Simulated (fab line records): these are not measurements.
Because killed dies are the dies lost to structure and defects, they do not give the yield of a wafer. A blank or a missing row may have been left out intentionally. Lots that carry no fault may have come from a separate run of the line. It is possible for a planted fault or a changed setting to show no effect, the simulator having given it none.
What tool caused it? -- flow n5Finfet -- 24 lots (72 wafers sampled), 1 step of a 1938-step route

WHAT THE GAUGES SHOWED, per wafer
N5_BEOL_M4_CD_MEAS_28: target cd 26.2 nm, target cd y 24.1 nm. Usual: cdNm 26.21 nm, standard deviation 0.23.
lot,measured,on,cdNm (nm),flag
L074,day 7 12:38,cdSem-01,26.37 26.35 26.65,
L075,day 7 22:13,cdSem-03,26.66 26.14 26.65,
L076,day 8 04:53,cdSem-01,26.31 26.26 25.97,
L078,day 8 05:04,cdSem-01,25.93 26.42 25.97,
L077,day 8 08:19,cdSem-01,26.08 26.79 25.97,
L079,day 8 18:03,cdSem-03,26.01 25.92 26.01,
L080,day 9 03:52,cdSem-02,26.06 25.93 26.17,
L081,day 9 12:14,cdSem-01,25.74 26.34 26.09,
L082,day 9 14:47,cdSem-01,26.28 26.20 25.79,
L083,day 9 16:37,cdSem-01,26.10 25.99 26.28,
L084,day 10 05:51,cdSem-01,26.22 26.08 25.93,
L086,day 10 07:11,cdSem-01,26.28 26.52 26.48,
L085,day 10 09:27,cdSem-01,26.48 26.56 26.46,
L087,day 10 16:21,cdSem-03,26.22 26.27 26.29,
L088,day 10 19:55,cdSem-02,26.46 26.18 26.12,
L089,day 12 00:10,cdSem-02,26.35 26.62 26.47,
L090,day 12 00:13,cdSem-01,26.18 25.97 26.14,
L092,day 12 03:21,cdSem-01,26.17 26.10 26.26,
L091,day 12 07:54,cdSem-03,25.80 26.37 26.36,
L093,day 12 14:23,cdSem-01,26.04 26.06 26.24,
L094,day 13 00:55,cdSem-02,26.01 26.17 26.76,
L097,day 13 06:10,cdSem-03,26.02 26.14 25.90,
L096,day 13 07:01,cdSem-01,26.31 26.31 26.48,
L095,day 13 07:13,cdSem-01,25.93 26.25 26.17,

WHAT TOOL EACH LOT RAN ON (gives the tool, then ch and the chambers of the sampled wafers, and finally the start)
The record holds no process step before these readings.

WHAT THE TOOLS THEMSELVES READ (means of the sampled wafers that have a number; where no wafer has one, the mark that the record gives instead)
The record holds no such reading with a usual standard deviation.

THE ANSWER, worked out from the rows above alone
Rule: take the mean of a lot's wafers that have a number; if it is more than 3 standard deviations from the usual mean, the lot is off. A lot without any number at a reading at which 4 lots or more have one is off too. Any other lot the step has rows for is counted as sound. The gauges are gone through in route order, then the tools' own readings, and for those a lot's mean is taken as printed above. The first step at which some lot is off is used, and at that step the reading that is off furthest; a lot without a number counts as furthest.
None of the lots is off at any reading shown; this tells nothing.

WHAT THE SIMULATOR PUT IN
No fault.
